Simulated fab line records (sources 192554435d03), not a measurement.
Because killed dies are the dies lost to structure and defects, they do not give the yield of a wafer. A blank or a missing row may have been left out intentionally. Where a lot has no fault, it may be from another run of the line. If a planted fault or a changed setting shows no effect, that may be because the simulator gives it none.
8D (eight disciplines) problem report, filled in by code | flow n5 finfet | the parts of the form that need people (team, actions taken, sign-off) are left out

1. WHAT WENT WRONG
Wafers free of any fault read 3008 ohm/sq (standard deviation 26) for RS_PWELL at N5_BEOL_M4_RC_MEAS_101, against a mean of 2693 ohm/sq on 6 wafers of 2 lots. That is -12 standard deviations from the usual mean.
First seen on wafer L676.1, day 17 01:21, on prober-02. At this step, 27 wafers from 9 lots have a number in the record. The rule behind "out" and "out of limits": a value lying over 4 standard deviations away from the usual mean. All remaining wafers that have a number are taken as sound.

2. WHAT IT IS, WHAT IT ISN'T
question                    | is                     | is not
which readings at this step | RS_PWELL, CJ_N         | SS_P, VT_P
which lots                  | L676, L678             | L659, L660, L662, L666, L669, L679, L681
which wafers of those lots  | all that have a number | -
read on which gauges        | prober-02              | prober-01
when                        | from day 17 01:21      | up to then (18 sound wafers); but 3 sound wafers of L666 came after

3. SUSPECTS, AND WHAT RULES EACH OUT
Counting: a tool stays on the suspect list if, at a process step up to the reading, it processed all lots that are out and no sound lot following the first of them.
- the gauge at N5_BEOL_M4_RC_MEAS_101 is ruled out. All the wafers that are out were read on prober-02, but those of them that N5_WELL_APT_IMPLANT_32 has rows for are out there too, on other tools.
- implanter-02 at N5_WELL_APT_IMPLANT_32: kept. It processed each lot that is out, first L676 at day 6 03:33, and no sound lot thereafter; up to then, the last sound lot it processed was L666 at day 3 15:14. On those wafers its own readings are out: beam energy keV.
- epi rpcvd-03 at N5_WELL_APT_EPI_41 (deposits Si from SiH4/H2, target thk 50 nm, time 297.7 s): ruled out as a lasting fault. Sound lots L681 ran on it after its first lot that is out, L676 (day 6 04:17).
- rie diel-01 at N5_PMOS_HMC_CHANNEL_EPI_STRIP_33 (strips in N2/H2): kept. It processed each lot that is out, first L676 at day 6 05:47, and no sound lot thereafter; up to then, the last sound lot it processed was L660 at day 2 05:44.
- cmp-03 at N5_PMOS_HMC_CHANNEL_EPI_CMP_21 (polishes SiGe30, target thk 54 nm): ruled out as a lasting fault. Sound lots L681 ran on it after its first lot that is out, L676 (day 6 08:04).
Left after counting: implanter-02 at N5_WELL_APT_IMPLANT_32, rie diel-01 at N5_PMOS_HMC_CHANNEL_EPI_STRIP_33.

4. THE CAUSE (what the simulator had put in)
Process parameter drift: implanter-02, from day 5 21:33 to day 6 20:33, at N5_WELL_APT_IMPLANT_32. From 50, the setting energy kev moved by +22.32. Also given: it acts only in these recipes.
After counting, 2 suspects remain, this tool included.

5. THE CHAIN OF EFFECTS, in route order
Each row: a reading where the mean over the struck wafers with a number is more than 3 standard deviations away from the usual. Only readings for which the record gives a usual standard deviation are gone through. hours: the time from each lot's start at the first step in this table that gives one to its start at this step, as a median over the lots. sigmas: the change in usual standard deviations.
hours | step                   | reading         | usual       | on struck wafers | change  | sigmas
0     | N5_WELL_APT_IMPLANT_32 | beam energy keV | 49.998      | 72.323           | +22.325 | +99 or more
258   | N5_BEOL_M4_RC_MEAS_101 | CJ_N            | 4.34        | 3.21             | -1.13   | -12
258   | N5_BEOL_M4_RC_MEAS_101 | RS_PWELL        | 3008 ohm/sq | 2693             | -315    | -12
Its process steps:
- N5_WELL_APT_IMPLANT_32

6. HOW IT WOULD HAVE BEEN CAUGHT EARLIER
The first out-of-limits reading at a measuring or inspecting step in this record came at day 17 01:21, 268 hours after the fault's start at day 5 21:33.
The tool's own readings at N5_WELL_APT_IMPLANT_32 were out on every struck wafer that the step has a row for (beam energy keV): an alarm limit on them would have fired on the first of those.
By day 17 01:21 the whole set of lots that are out, 2 in number, had already begun N5_WELL_APT_IMPLANT_32 on implanter-02. Holding the tool at that point would not have protected any of them.
